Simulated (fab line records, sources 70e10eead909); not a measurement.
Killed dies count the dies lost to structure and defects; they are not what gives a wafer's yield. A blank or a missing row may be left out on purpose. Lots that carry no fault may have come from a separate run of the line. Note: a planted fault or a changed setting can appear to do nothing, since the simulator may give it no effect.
What tool caused it?    flow nand harc    Sampling: 13 lots, 38 wafers, 4 of 1302 route steps

## WHAT EACH GAUGE READ, for each wafer
NHARC_A_M1_CD_MEAS_09: the cd target is 120 nm.
lot   measured      on         cd nm (nm)
L623  day 22 22:23  cd sem-01  121.0 119.3 121.1
L625  day 23 13:49  cd sem-01  120.5 121.8 121.2
L627  day 24 02:49  cd sem-01  120.6 120.5 119.3
L629  day 24 11:12  cd sem-02  120.5 119.3 119.8
L630  day 25 13:55  cd sem-03  120.0 119.9 119.1
L632  day 26 07:57  cd sem-01  118.8 120.7 120.0
L634  day 27 22:57  cd sem-01  121.0 120.3 119.5
L636  day 28 00:07  cd sem-02  121.4 119.9 121.2
L635  day 28 07:20  cd sem-01  120.2 120.7 120.0
L640  day 29 13:34  cd sem-01  121.0 120.3 120.6
L639  day 29 18:41  cd sem-03  120.6 119.8
L642  day 30 06:44  cd sem-02  119.6 120.0 120.7
L643  day 31 07:59  cd sem-01  120.0 121.3 120.8

NHARC_A_M1_OVL_MEAS_10: pitch 240 nm.
lot   measured      on          overlay x nm (nm)  overlay y nm (nm)
L623  day 22 22:28  overlay-01  0.3 0.6 0.3        0.4 0.3 0.8
L625  day 23 13:55  overlay-02  -0.7 -0.2 -1.0     -1.3 -1.3 -1.0
L627  day 24 02:54  overlay-02  0.4 0.2 0.4        2.1 2.1 1.9
L629  day 24 11:17  overlay-02  -0.6 -0.6 -0.6     0.5 0.9 0.5
L630  day 25 14:00  overlay-02  -1.0 -1.6 -1.3     0.1 -0.2 0.1
L632  day 26 08:02  overlay-02  -0.9 0.6 0.1       1.7 1.7 1.4
L634  day 27 23:02  overlay-02  1.9 1.5 2.1        -1.8 -0.4 -1.1
L636  day 28 00:13  overlay-01  -0.1 -0.3 -0.7     0.7 1.0 1.3
L635  day 28 07:25  overlay-01  0.2 0.7 0.1        -0.1 0.1 0.0
L640  day 29 13:38  overlay-01  14.2 14.3 14.4     -0.5 -1.1 -0.8
L639  day 29 18:46  overlay-01  13.8 13.9          0.6 0.4
L642  day 30 06:50  overlay-01  -0.2 -0.8 -0.7     -0.1 -0.3 0.2
L643  day 31 08:04  overlay-02  0.4 1.0 1.0        0.4 1.1 1.1

## EACH LOT AND THE TOOL THAT RAN IT (in order: tool; ch and the chambers of the sampled wafers; start)
lot   NHARC_A_M0_DESCUM_14                NHARC_A_M1_EXPOSE_06
L623  rie diel-05 ch 0,1, day 22 18:30    arfi scanner-02 ch 0, day 22 22:14
L625  rie diel-06 ch 0,1, day 23 09:56    arfi scanner-01 ch 0, day 23 13:41
L627  rie diel-06 ch 1,2,3, day 23 23:01  arfi scanner-01 ch 0, day 24 02:40
L629  rie diel-05 ch 1,2,3, day 24 07:19  arfi scanner-03 ch 0, day 24 11:04
L630  rie diel-04 ch 0,1,3, day 25 09:59  arfi scanner-01 ch 0, day 25 13:46
L632  rie diel-04 ch 0,2,3, day 26 04:13  arfi scanner-03 ch 0, day 26 07:49
L634  rie diel-04 ch 0,1,2, day 27 19:06  arfi scanner-01 ch 0, day 27 22:49
L636  rie diel-04 ch 1,2, day 27 20:10    arfi scanner-03 ch 0, day 27 23:59
L635  rie diel-04 ch 0,1,2, day 28 03:34  arfi scanner-03 ch 0, day 28 07:12
L640  rie diel-06 ch 0,2,3, day 29 09:49  arfi scanner-01 ch 0, day 29 13:25
L639  rie diel-05 ch 0,3, day 29 14:59    arfi scanner-01 ch 0, day 29 18:32
L642  rie diel-04 ch 0,2,3, day 30 02:52  arfi scanner-03 ch 0, day 30 06:36
L643  rie diel-06 ch 1,2, day 31 04:07    arfi scanner-02 ch 0, day 31 07:51
- NHARC_A_M0_DESCUM_14: chemistry O2, time 3 s.
- NHARC_A_M1_EXPOSE_06: exposes mask A M1, target cd 120 nm.

## AS READ BY THE TOOLS THEMSELVES (means over the sampled wafers that have a number; for cases with no such wafer, the mark the record gives instead)
NHARC_A_M0_DESCUM_14.
lot   tool         drypump motor current A (A)  oes product au (a.u.)  rf vpp V (V)  showerhead plenum p Torr (Torr)  throttle valve pct (%)
L623  rie diel-05  5.9                          0.998                  58.2          2.01                             11.315
L625  rie diel-06  5.8                          1.006                  58.2          1.96                             11.310
L627  rie diel-06  5.8                          1.006                  57.2          1.93                             11.313
L629  rie diel-05  5.3                          1.001                  58.1          1.98                             11.306
L630  rie diel-04  5.9                          1.002                  56.5          1.86                             11.310
L632  rie diel-04  5.7                          0.996                  58.3          1.88                             11.313
L634  rie diel-04  5.6                          0.991                  57.7          1.88                             11.314
L636  rie diel-04  5.4                          1.003                  57.8          1.92                             11.311
L635  rie diel-04  5.6                          0.995                  56.9          1.88                             11.314
L640  rie diel-06  5.5                          0.986                  57.2          1.91                             11.308
L639  rie diel-05  5.8                          0.999                  58.5          1.94                             11.306
L642  rie diel-04  5.7                          1.006                  56.8          1.88                             11.315
L643  rie diel-06  5.9                          1.001                  57.1          1.94                             11.308

NHARC_A_M1_EXPOSE_06.
lot   tool             stage vel mm s (mm/s)
L623  arfi scanner-02  499.68
L625  arfi scanner-01  500.07
L627  arfi scanner-01  499.98
L629  arfi scanner-03  500.13
L630  arfi scanner-01  499.89
L632  arfi scanner-03  500.00
L634  arfi scanner-01  499.91
L636  arfi scanner-03  499.91
L635  arfi scanner-03  500.07
L640  arfi scanner-01  500.19
L639  arfi scanner-01  499.93
L642  arfi scanner-03  499.99
L643  arfi scanner-02  500.30

## THE ANSWER, worked out from the rows above alone
Rule: usual is defined by the lots themselves. Put in order of their means at a reading, lots are off if they are a third of the lots or fewer, leave a main group of 4 or more, and stand apart from it by a gap of 3 or more times the standard deviation of the main group's means; of several such gaps the widest counts. A main group whose means are all the same, to the digits that the tables above print for the reading, isn't used. A lot without any number at a reading at which 4 lots or more have one is off too. The other lots that the step has rows for count as sound. The gauges are gone through in route order, then the tools' own readings, and for those a lot's mean is taken as printed above. The first step at which some lot is off is used, and at that step the reading that is off furthest; a lot without a number counts as furthest.
Off: L640, L639, at NHARC_A_M1_OVL_MEAS_10 (overlay x nm). For the main group the mean is 0.0 nm and the standard deviation 0.81.
A tool fits if, at a process step before that reading, it ran every lot that is off, and no sound lot after the first of them. Those tools and the gauges at NHARC_A_M1_OVL_MEAS_10 are tried in the same way. One candidate fits, namely arfi scanner-01 at NHARC_A_M1_EXPOSE_06. A fault onset in the window from L634 (day 27 22:49, its last sound lot) to L640 (day 29 13:25, its first lot off) fits.

## WHAT THE SIMULATOR HAD INSERTED
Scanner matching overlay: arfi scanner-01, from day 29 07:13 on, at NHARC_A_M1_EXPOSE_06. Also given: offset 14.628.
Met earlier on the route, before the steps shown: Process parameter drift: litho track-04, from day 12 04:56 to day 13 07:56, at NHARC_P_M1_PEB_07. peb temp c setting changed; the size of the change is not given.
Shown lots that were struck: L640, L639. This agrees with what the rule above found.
